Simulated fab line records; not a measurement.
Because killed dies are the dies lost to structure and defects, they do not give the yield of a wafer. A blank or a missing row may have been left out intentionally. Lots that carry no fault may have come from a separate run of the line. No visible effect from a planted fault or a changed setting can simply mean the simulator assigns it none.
2 desks, one fault | flow n5Finfet | only its own numbers are on each desk; what lay behind them is given at the end

== METROLOGY DESK ==
Lot by lot, what the gauges showed, no matter which tool ran the lot: averages of those sampled wafers that carry a number. Any lot whose mean is over 4 standard deviations away from the usual mean is out of limits and marked OUT; that distance is given in the brackets.
Columns: A = cdNm at N5_PASSIVATION_CD_MEAS_30, usual 4000.4 nm
lot  | first seen here | A
L681 | day 12 05:34    | 4000.0
L682 | day 13 16:05    | 4003.3
L684 | day 13 17:22    | 4000.1
L690 | day 14 10:58    | 4000.8
L686 | day 14 23:36    | 4001.6
L695 | day 16 09:50    | 4000.1
L697 | day 16 16:34    | 3999.5
L696 | day 16 20:49    | 4000.7
L699 | day 17 13:17    | 4000.7
L698 | day 17 15:58    | 4002.2
L704 | day 19 03:32    | 3999.8
This desk's finding: nothing out of limits on any of the 11 lots.

== TOOL OWNER'S DESK, wetBench-06 ==
The tool's own readings at N5_HKMG_FIN_WET_ETCH_87 (etches TiN in SC1, time 154.2 s, target depth 4.7 nm, rinse time 30 s): means of the sampled wafers that have a number, for each lot that ran on this tool. Any lot whose mean is over 4 standard deviations away from the usual mean is out of limits and marked OUT; that distance is given in the brackets.
Columns: A = h2o2FlowMLMin at N5_HKMG_FIN_WET_ETCH_87, usual 69.77; B = rinseTempC at N5_HKMG_FIN_WET_ETCH_87, usual 23.00 C
lot  | first seen here | A     | B
L681 | day 4 11:03     | 69.81 | 23.08
L684 | day 5 09:16     | 69.73 | 22.96
L686 | day 5 18:32     | 69.79 | 23.03
L690 | day 6 14:22     | 69.90 | 23.05
L704 | day 10 01:20    | 69.82 | 22.97
This desk's finding: nothing out of limits on any of the 5 lots.

== PUT TOGETHER ==
Metrology desk: nothing out of limits seen.
The tool owner's desk saw nothing out of limits.

== WHAT THE SIMULATOR HAD PUT IN ==
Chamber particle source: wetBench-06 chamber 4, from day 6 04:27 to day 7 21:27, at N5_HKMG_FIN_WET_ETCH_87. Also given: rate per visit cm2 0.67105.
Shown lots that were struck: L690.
